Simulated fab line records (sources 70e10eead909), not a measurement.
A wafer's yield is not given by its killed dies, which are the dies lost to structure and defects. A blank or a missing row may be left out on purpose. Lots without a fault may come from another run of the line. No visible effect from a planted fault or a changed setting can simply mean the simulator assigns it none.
Matching of chambers	flow nandHarc	NHARC_A_M0_PRE_CLEAN_31 on pecvd-01 has 3 sister chambers
The step time 12 s. 6 wafers are shown with their chamber, then 7 later ones without.

EACH WAFER AND ITS CHAMBER
wafer	chamber	heaterPowerW (W)
L085.5	0	529
L085.6	2	690
L090.4	0	526
L090.5	1	1006
L093.1	2	593
L093.2	1	986

WAFERS WITHOUT THEIR CHAMBER
wafer	heaterPowerW (W)
L093.3	605
L091.2	941
L091.4	933
L091.6	954
L092.2	691
L092.3	569
L092.6	934

WHICH CHAMBER EACH ONE RAN IN
wafer	from the rows above	in truth
L093.3	can't be placed: 2 or 0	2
L091.2	1	1
L091.4	1	1
L091.6	1	1
L092.2	2	2
L092.3	can't be placed: 0 or 2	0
L092.6	1	1
Correct placement for 5 of the 7. Cannot be placed on the basis of these rows: 2; the candidates contain the true chamber in 2. 0 placed wrongly.
How it was worked out, from the rows above alone: a wafer's distance from a chamber is the root of the sum, over the readings, of the square of ((its reading less the chamber's mean) divided by the reading's scatter). If the next closest chamber is less than 2 further off than the closest, the wafer can't be placed; otherwise it belongs to the closest. For every chamber, the mean is computed from those of its wafers that are shown. How the scatter is found: for the shown wafers, subtract from each reading the mean of its chamber, square and add these, divide the total by (wafers less chambers), then take the root.
